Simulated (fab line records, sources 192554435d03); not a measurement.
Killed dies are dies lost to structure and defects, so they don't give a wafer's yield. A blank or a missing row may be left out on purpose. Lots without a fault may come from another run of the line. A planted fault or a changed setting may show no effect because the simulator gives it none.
One fault seen from 2 desks | flow n5_finfet | each desk has only its own numbers; what lay behind them comes last

THE TOOL OWNER'S DESK: litho_track-02
The tool's own readings at N5_BEOL_M1_COAT_76 (time 60 s, resist thk 5 nm): means of the sampled wafers that have a number, for each lot that ran on this tool. A lot is out of limits, marked OUT, if its mean lies more than 4 standard deviations from the usual mean; the brackets give that distance.
Columns: A = heater_power_total_W at N5_BEOL_M1_COAT_76, usual 391.7 W; B = run_length_s at N5_BEOL_M1_COAT_76, usual 66.07 s
lot  | first seen here | A                       | B
L893 | day 6 17:43     | 390.5                   | 66.20
L896 | day 7 12:44     | 392.0                   | 66.19
L897 | day 7 12:55     | 391.1                   | 66.16
L898 | day 7 21:34     | 392.2                   | 66.15
L901 | day 8 19:56     | 391.7                   | 66.14
L905 | day 9 13:34     | 392.7                   | 66.19
L908 | day 10 08:10    | 555.5 (+99 or more) OUT | 40.32 (-99 or more) OUT
L909 | day 10 13:31    | 552.9 (+99 or more) OUT | 40.26 (-99 or more) OUT
This desk's finding: out of limits on L908, L909; first on L908, day 10 08:10 (heater_power_total_W at N5_BEOL_M1_COAT_76). In limits: L893, L896, L897, L898, L901, L905.

THE METROLOGY DESK
What the gauges read, lot by lot, whatever tool the lot ran on: means of the sampled wafers that have a number. A lot is out of limits, marked OUT, if its mean lies more than 4 standard deviations from the usual mean; the brackets give that distance. Of its 12 readings 7 are shown: those that lie furthest out on some lot.
Columns: A = M1_OVL at N5_BEOL_M1_OVL_MEAS_12, usual 0.5 nm; B = DIBL_N at N5_BEOL_M4_RC_MEAS_101, usual 36.0 mV/V; C = DIBL_P at N5_BEOL_M4_RC_MEAS_101, usual 36.3 mV/V; D = IOFF_N at N5_BEOL_M4_RC_MEAS_101, usual 0.16 nA/um; E = IOFF_P at N5_BEOL_M4_RC_MEAS_101, usual 0.21 nA/um; F = SS_P at N5_BEOL_M4_RC_MEAS_101, usual 73.2 mV/dec; G = VT_P at N5_BEOL_M4_RC_MEAS_101, usual -250.9 mV
lot  | first seen here | A    | B    | C    | D    | E    | F    | G
L893 | day 6 14:45     | -0.0 | 36.9 | 38.3 | 0.19 | 0.23 | 73.5 | -247.7
L894 | day 6 19:49     | 0.5  | 33.7 | 32.4 | 0.14 | 0.19 | 72.7 | -249.3
L895 | day 6 22:50     | 0.5  | 35.6 | 36.1 | 0.16 | 0.19 | 73.3 | -250.7
L896 | day 7 10:59     | 1.4  | 34.2 | 34.7 | 0.12 | 0.17 | 72.6 | -253.8
L897 | day 7 11:30     | -0.4 | 34.6 | 35.9 | 0.14 | 0.19 | 73.2 | -252.3
L898 | day 7 20:23     | 0.3  | 36.7 | 37.1 | 0.17 | 0.22 | 74.1 | -247.2
L901 | day 8 17:28     | 0.9  | 35.8 | 36.5 | 0.17 | 0.20 | 73.4 | -252.4
L905 | day 9 11:47     | 0.6  | 35.4 | 34.7 | 0.16 | 0.22 | 73.1 | -248.6
L908 | day 10 06:19    | 1.2  | 35.2 | 37.0 | 0.16 | 0.21 | 73.5 | -249.5
L909 | day 10 11:46    | 0.5  | 36.6 | 37.5 | 0.15 | 0.22 | 72.9 | -249.8
This desk's finding: nothing out of limits on any of the 10 lots.

PUT TOGETHER
The tool owner's desk could have raised an alarm at day 10 08:10, on L908, L909.
The metrology desk saw nothing out of limits.
The metrology desk has L908, L909 on record, within its limits.
Of the lots named, all ran N5_BEOL_M1_COAT_76 on litho_track-02.

WHAT THE SIMULATOR HAD PUT IN
Process parameter drift: litho_track-02, from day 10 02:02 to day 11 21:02, at N5_BEOL_M1_COAT_76. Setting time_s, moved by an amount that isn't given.
Lots struck among those shown: L908, L909.
Hours from the fault's start to each desk's first reading out of limits: the tool owner's desk, 6.
